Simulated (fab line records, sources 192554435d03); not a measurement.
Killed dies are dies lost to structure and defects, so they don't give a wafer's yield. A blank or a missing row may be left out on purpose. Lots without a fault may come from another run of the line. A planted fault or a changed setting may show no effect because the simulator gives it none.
Split-lot experiment | flow n5_finfet | 7 lots, 21 wafers read, on a route of 1938 steps

THE SPLIT
At N5_BEOL_M9_TRENCH_ETCH_37 (etches SiCOH lowk in C4F6/O2, target depth 151.43 nm, time 49 s), the setting source_w was moved away from the recipe's 345 W on 8 of the 21 wafers read, by -9.2% to +13.9%. The other wafers ran this setting at the recipe's value.

FROM THE SPLIT TO THE READING: what the file shows between them, 2 steps
- N5_BEOL_M9_ETCH_41: etches SiCN in CH3F/O2, target depth 36.6 nm, time 70.1 s
- N5_BEOL_M9_STRIP_80: strips in N2/H2, time 10 s

THE READING
trench_depth_nm, in nm, at N5_BEOL_M9_OCD_MEAS_38. Fault-free wafers of this fab line usually give 150.8 nm, standard deviation 2.5 nm.

wafer  | tool, chamber at the split | source_w as run, W | against the recipe | trench_depth_nm, nm | against lot-mates on the recipe
L074.2 | rie_diel-01, 1             | 345                | recipe             | 152.9               | -
L074.5 | rie_diel-01, 1             | 345                | recipe             | 154.4               | -
L074.6 | rie_diel-01, 0             | 345                | recipe             | 155.1               | -
L076.2 | rie_diel-01, 0             | 313.4              | -9.2%              | 149.1               | -5.5
L076.3 | rie_diel-01, 2             | 313.4              | -9.2%              | 142.8               | -11.8
L076.5 | rie_diel-01, 0             | 345                | recipe             | 154.6               | -
L078.1 | rie_diel-01, 3             | 345                | recipe             | 147.6               | -
L078.2 | rie_diel-01, 2             | 362.2              | +5.0%              | 152.1               | +4.5
L078.6 | rie_diel-01, 2             | 345                | recipe             | 147.7               | -
L085.4 | rie_diel-03, 0             | 392.9              | +13.9%             | 153.9               | no lot-mate on the recipe
L085.5 | rie_diel-03, 1             | 392.9              | +13.9%             | 154.7               | no lot-mate on the recipe
L085.6 | rie_diel-03, 2             | 392.9              | +13.9%             | 158.1               | no lot-mate on the recipe
L089.3 | rie_diel-03, 0             | 316.8              | -8.2%              | 141.8               | -6.1
L089.4 | rie_diel-03, 1             | 345                | recipe             | 146.1               | -
L089.5 | rie_diel-03, 2             | 345                | recipe             | 149.7               | -
L092.3 | rie_diel-01, 3             | 345                | recipe             | 148.2               | -
L092.4 | rie_diel-01, 0             | 345                | recipe             | 153.2               | -
L092.6 | rie_diel-01, 1             | 345                | recipe             | 151.3               | -
L094.1 | rie_diel-01, 0             | 386                | +11.9%             | 162.3               | +12.2
L094.2 | rie_diel-01, 3             | 345                | recipe             | 149.8               | -
L094.6 | rie_diel-01, 3             | 345                | recipe             | 150.3               | -

THE FIT
A straight line over all 21 wafers: trench_depth_nm changes by +0.527 nm for each +1% of source_w; r = +0.75; the points scatter about the line by 3.3 nm.
The same after taking each lot's own level away (the mean of its wafers on the recipe; 18 wafers): +0.942 nm for each +1%; r = +0.94; scatter 1.7 nm.
On that fit, the largest move of source_w shifts the reading by 13 nm.
The lots' own levels span 147.65 to 154.60 nm, that is 2.8 times the standard deviation above.
So the lot-to-lot level blurs the effect unless lot-mates are compared.
Check: with one of the wafers moved furthest among these (+11.9%) left out of the fit, the line predicts +10.6 nm for it against its lot-mates. It came out at +12.2 nm against them.

OTHER SPLITS ON THESE WAFERS
These wafers also went through other splits before the reading. Each is held against what the fit with the lots' levels taken away leaves over:
other split on the same wafers | wafers away from the commonest value | r with trench_depth_nm (lot level and that fit taken away)
N5_BEOL_M7_EXPOSE_08 dose_mj   | 6                                    | +0.00
N5_BEOL_M8_DESCUM_16 time_s    | 9                                    | -0.15
N5_BEOL_M9_COAT_75 spin_rpm    | 10                                   | +0.09

THE WHOLE CHAIN: every reading that the file lists as answering this split, in the file's order
step                      | what it does                                                    | reading                                                                   | change (the file's fit)               | r (the file's)
N5_BEOL_M9_TRENCH_ETCH_37 | etches SiCOH lowk in C4F6/O2, target depth 151.43 nm, time 49 s | etch.depth_nm (the simulator's own value, which no gauge read)            | +0.953 nm for each +1% of the setting | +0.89
N5_BEOL_M9_TRENCH_ETCH_37 | etches SiCOH lowk in C4F6/O2, target depth 151.43 nm, time 49 s | BEOL_M9.feature_depth_nm (the simulator's own value, which no gauge read) | +0.95 nm for each +1% of the setting  | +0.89
N5_BEOL_M9_OCD_MEAS_38    |                                                                 | trench_depth_nm                                                           | +0.938 nm for each +1% of the setting | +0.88

THE FILE'S OWN FIT
trench_depth_nm changes by +0.938 nm for each +1% of source_w, r = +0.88.
